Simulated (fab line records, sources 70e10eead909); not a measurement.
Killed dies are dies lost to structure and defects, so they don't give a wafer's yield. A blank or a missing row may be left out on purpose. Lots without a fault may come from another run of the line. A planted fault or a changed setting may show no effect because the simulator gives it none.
fab line records | flow nand_harc
record lots=6 wafers=18 last_day=31
route steps=1302 shown A_DECK1_JOINT@530 END@1302
lots that met no fault: from a run of the same line without faults
start_h: hours from the record's first day to the start of the lot's first wafer shown | wait_h: hours since the lot's step before | " the same as in the row above | L1.1+2: a row that stands for several wafers | - no value, or no start given | * or withheld: withheld | < > ~ a bound
route shown NAME@n: a module of which the file shows steps, and the number in the route of the first | usual: mean/standard deviation of fault-free wafers | same: alike in all rows | chamber/n: place in a boat | sites: the reading at each site | _std_site: their standard deviation | _edge_site: outer sites' mean less inner sites' | radius_mm: how far each site lies from the wafer's centre | mask NAME#n: copy n | behind: the tool/chamber that last shaped the wafer | hold: why the lot was held/for how many hours/how that ended | device: the transistor (n, p or np) that didn't switch | end of line: the same wafers' tests at the end of the route | a step without rows: its recipe alone | killed: dies lost to structure and defects at the first sort, not the wafer's yield | map: a wafer's dies, x killed, . not, _ none there
set.NAME: the setting as run; set.NAME@STEP: as run at that earlier step | model.NAME: the simulator's own value behind a step, which no gauge read
lots at some steps of the route; a table a step, a row a wafer
services: from which hour (start_h, from the record's first day; less than 0 if before it) a tool's chamber was out of use, for how many hours, and why
## steps
# step NHARC_A_DECK1_JOINT_ETCHBACK_00
# recipe target_depth_a=300 time_s=17.4 hbr_flow_sccm=150 rf_w=350 icp_w=350 bias_w=60 chemistry=HBr
# usual drypump_motor_current_A=5.6/0.32 oes_product_au=1.000/0.014 rf_fwd_power_W=342.9/1.7 throttle_valve_pct=23.267/0.0088
# columns lot.wafer tool chamber start_h wait_h drypump_motor_current_A oes_product_au rf_fwd_power_W rf_hours_counter_h throttle_valve_pct
L963.2 rie_si-02 0 257.68 0.1 5.3 1.011 346.8 1.0 23.264
L963.1 " 1 " " 6.0 0.983 340.4 1.0 23.273
L963.6 " 1 " " 6.0 0.995 339.3 - 23.256
L967.4 rie_si-02 2 291.70 0.1 5.9 1.002 345.8 0.0 23.276
L967.2 " 0 " " 5.3 0.983 346.1 0.0 23.266
L967.5 " 2 " " 5.9 0.995 345.5 - 23.263
L973.1 rie_si-02 0 349.95 0.1 5.3 0.988 344.1 0.4 23.255
L973.4 " 3 " " 5.6 1.024 340.4 0.5 23.288
L973.6 " 0 " " 5.3 0.987 344.6 - 23.266
L979.2 rie_si-03 0 416.55 0.1 5.4 1.007 343.4 0.0 23.271
L979.6 " 0 " " 5.4 1.000 344.2 - 23.263
L979.4 " 1 " " 5.6 0.979 340.1 - 23.259
L980.2 rie_si-04 1 420.26 0.1 5.2 1.003 342.0 0.5 23.280
L980.4 " 2 " " 5.7 1.020 341.2 0.3 23.270
L980.3 " 3 " " 5.2 0.976 342.8 0.5 23.262
L981.1 rie_si-04 3 435.10 0.1 5.2 0.978 346.2 0.6 23.270
L981.4 " 1 " " 5.2 1.006 342.0 0.6 23.264
L981.3 " 2 " " 5.7 1.007 343.4 0.4 23.267
# step NHARC_A_DECK1_JOINT_PRECLEAN_30
# recipe time_s=* temp_c=50 bath_age_min=0 chemistry=SC1
# step NHARC_A_DECK1_JOINT_SRD_31
# step NHARC_A_DECK1_JOINT_CVD_34
# recipe target_thk_a=200 temp_c=700 pressure_mtorr=300 material=SiNx
# step NHARC_A_DECK1_JOINT_DEP_06
# recipe target_thk_a=800 temp_c=65 material=SiOx
# step NHARC_A_DECK1_JOINT_CURE_26
# recipe temp_c=150 time_s=32 pressure_atm=0.395
# step NHARC_A_DECK1_JOINT_ANNEAL_27
# recipe temp_c=400 time_s=3600 idle_temp_c=300 ramp_up_c_per_min=10 densification_p_h2o_torr=640
# step NHARC_A_DECK1_JOINT_ANNEAL_28
# recipe temp_c=500 time_s=1800 idle_temp_c=400 ramp_up_c_per_min=10 densification_p_h2o_torr=640
# step NHARC_A_DECK1_JOINT_ANNEAL_29
# recipe temp_c=750 time_s=1800 idle_temp_c=500 ramp_up_c_per_min=10 ramp_down_c_per_min=3
# step NHARC_A_DECK1_JOINT_CMP_02
# recipe material=SiOx
# usual motor_current_A=12.6/1.4
# columns lot.wafer tool chamber start_h wait_h motor_current_A
L963.2 cmp-04 2 279.69 0.4 14.5
L963.1 " 0 " " 11.8
L963.6 " 2 " " 14.3
L967.4 cmp-03 0 315.72 0.4 10.4
L967.2 " 3 " " 14.1
L967.5 " 0 " " 10.3
L973.4 cmp-03 3 371.05 0.4 13.8
L973.1 " 2 " " 11.3
L973.6 " 0 " " 10.5
L980.2 cmp-01 0 445.43 0.4 12.8
L980.4 " 1 " " 15.7
L980.3 " 3 " " 14.0
L979.2 cmp-04 2 445.48 0.4 14.1
L979.4 " 3 " " 11.9
L979.6 " 1 " " 11.6
L981.4 cmp-04 0 458.79 0.5 11.4
L981.3 " 1 " " 12.3
L981.1 " 2 " " 14.0
# step NHARC_A_DECK1_JOINT_SRD_15
# step NHARC_A_DECK1_JOINT_DEP_16
# recipe target_thk_a=450 temp_c=400 pressure_torr=6.5 rf_w=900 teos_flow_sccm=161.4 flow_sccm=2650 target_thk_nm=45 gas=O2 material=SiO2
# usual heater_power_w=581/72 rf_fwd_power_W=896.9/2.9 showerhead_vpp_V=1882/100 throttle_valve_pct=15.9/0.67
# columns lot.wafer tool chamber start_h wait_h heater_power_w rf_fwd_power_W showerhead_vpp_V since_wet_clean_h throttle_valve_pct
L963.1 pecvd-02 0 280.10 0.1 607 893.6 1826 40 16.1
L963.2 " 1 " " 507 895.5 1687 40 17.0
L963.6 " 0 " " 597 895.6 1841 - 16.2
L967.2 pecvd-03 2 316.11 0.1 633 892.9 2063 118 15.5
L967.4 " 2 " " 638 895.8 2051 - 15.8
L967.5 " 1 " " 681 896.7 1904 - 16.8
L973.1 pecvd-02 2 371.49 0.1 605 894.3 1960 131 14.7
L973.4 " 1 " " 454 895.4 1689 - 17.1
L973.6 " 2 " " 620 894.8 1990 - 14.5
L979.2 pecvd-01 1 445.81 0.1 451 894.3 1970 121 15.3
L979.4 " 1 " " 451 895.5 1987 - 15.4
L979.6 " 0 " " 738 896.4 1783 - 15.2
L980.2 pecvd-03 0 445.84 0.1 534 899.4 1832 67 15.6
L980.3 " 1 " " 615 897.5 1875 67 16.3
L980.4 " 0 " " 531 898.7 1834 - 15.8
L981.3 pecvd-03 1 459.22 0.1 499 895.6 1904 80 16.4
L981.1 " 0 " " 578 896.5 1827 80 16.0
L981.4 " 2 " " 680 898.0 2063 - 16.1
# step NHARC_A_DECK1_JOINT_THK_MEAS_17
# recipe thk_meas_gauge=ellipsometry
# usual thk_nm=45.0/1.2
# columns lot.wafer tool chamber start_h wait_h thk_nm
L963.1 film_metro-02 - 280.35 0.2 44.4
L963.2 " - " " 43.5
L963.6 " - " " 44.7
L967.2 film_metro-01 - 316.39 0.3 44.8
L967.4 " - " " 44.4
L967.5 " - " " 45.4
L973.1 film_metro-01 - 371.72 0.2 43.4
L973.4 " - " " 44.9
L973.6 " - " " 46.3
L980.2 film_metro-02 - 446.09 0.2 49.9
L980.3 " - " " 50.8
L980.4 " - " " 52.3
L979.2 film_metro-01 - 446.10 0.3 44.2
L979.4 " - " " 46.2
L979.6 " - " " 44.0
L981.1 film_metro-02 - 459.50 0.2 51.8
L981.3 " - " " 50.3
L981.4 " - " " 50.0
# step NHARC_A_DECK1_JOINT_INSPECT_05
# usual raw_defect_count=331/120
# columns lot.wafer tool chamber start_h wait_h raw_defect_count
L963.1 defect_inspect-02 - 280.39 0.0 229
L963.2 " - " " 294
L963.6 " - " " 154
L967.2 defect_inspect-02 - 316.42 0.0 215
L967.4 " - " " 400
L967.5 " - " " 372
L973.1 defect_inspect-02 - 371.75 0.0 216
L973.4 " - " " 159
L973.6 " - " " 188
L980.2 defect_inspect-02 - 446.13 0.0 283
L980.3 " - " " 356
L980.4 " - " " 357
L979.2 defect_inspect-01 - 446.13 0.0 737
L979.4 " - " " 358
L979.6 " - " " 601
L981.1 defect_inspect-01 - 459.53 0.0 345
L981.3 " - " " 495
L981.4 " - " " 435
# step NHARC_END_SORT_01
# recipe temp_c=25
# usual killed_at_array=58/22 killed_at_other=1.0/1.3 killed_at_periphery=5/3.4 killed_dies=64/22 killed_open=3.6/1.8 killed_short=2.4/1.7
# same gross_dies=677
# columns lot.wafer tool chamber start_h wait_h killed_at_array killed_at_other killed_at_periphery killed_dies killed_open killed_short
L973.1 prober-02 0 657.56 2.5 52 0 2 54 5 1
L973.4 prober-02 0 659.96 3.4 44 0 2 46 0 0
L973.6 prober-02 0 661.56 4.0 44 0 6 50 5 4
# killed by level:class
L973.1 A_SLIT:chamber_film_flake=37 A_CONTACT:geometric_particle:open=2 P_GATE:chamber_film_flake=2 A_CHANNEL_HOLE_D1:chamber_film_flake=2 A_CHANNEL_HOLE_D2:chamber_film_flake=2 A_CONTACT:chamber_film_flake=2 A_CHANNEL_HOLE_D1:geometric_particle:open=1 A_BLC:geometric_particle:short=1
L973.4 A_SLIT:chamber_film_flake=35 A_CHANNEL_HOLE_D1:chamber_film_flake=6 P_STI:chamber_film_flake=2 A_CONTACT:chamber_film_flake=2 A_DECK1_JOINT:chamber_film_flake=1
L973.6 A_SLIT:chamber_film_flake=31 A_CHANNEL_HOLE_D1:chamber_film_flake=3 A_CONTACT:chamber_film_flake=3 A_CHANNEL_FILL_D1:geometric_particle:short=2 P_GATE:chamber_film_flake=2 P_CONTACT:geometric_particle:open=1 P_M0:geometric_particle:open=1 P_M1:geometric_particle:open=1
## services
# columns tool chamber start_h hours kind
pecvd-03 - 242.20 1.4 repair
rie_si-04 3 248.64 7.7 repair
rie_si-02 3 257.23 0.9 repair
cmp-03 - 260.00 4.0 pm
pecvd-02 1 261.84 5.0 repair
pecvd-02 - 264.08 2.6 repair
cmp-03 - 267.49 2.9 repair
rie_si-02 - 277.00 9.0 pm
cmp-04 - 301.90 3.3 repair
cmp-04 - 307.29 4.0 pm
pecvd-02 - 320.82 1.9 repair
rie_si-04 - 342.00 9.0 pm
cmp-03 - 352.03 1.8 repair
cmp-03 - 353.90 2.4 repair
pecvd-03 1 364.90 9.4 repair
pecvd-03 - 366.35 13.0 pm
rie_si-02 0 383.52 2.3 repair
pecvd-03 2 394.01 7.8 repair
cmp-04 - 394.22 3.6 repair
cmp-04 - 405.29 4.0 pm
pecvd-03 2 425.83 13.8 repair
cmp-04 - 433.86 9.0 repair
rie_si-02 3 446.36 2.3 repair
rie_si-02 - 454.00 9.0 pm
## key
first_sign step=NHARC_A_DECK1_JOINT_THK_MEAS_17 reading=thk_nm direction=up sigmas=4.7 usual=45.0 struck=50.8
effect none on later readings
met_at NHARC_A_DECK1_JOINT_DEP_16
struck_wafers L980.2,L980.3,L980.4,L981.1,L981.3,L981.4
tester_left_out L980,L981
onset_between 316.11 445.84
fault kind=process_parameter_drift tool=pecvd-03 chamber=- onset_h=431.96 steps=NHARC_A_DECK1_JOINT_DEP_16 channel=target_thk_nm offset=6.8346 shape=step end_h=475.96 acts_in=these_recipes_only stated=45
# tester_left_out: of these lots the tester's yield and bins aren't shown, on N5 and GAA mostly nor the transistor test; their killed dies are dies lost to structure and defects alone, not to doping, threshold or leakage, so they don't give the yield
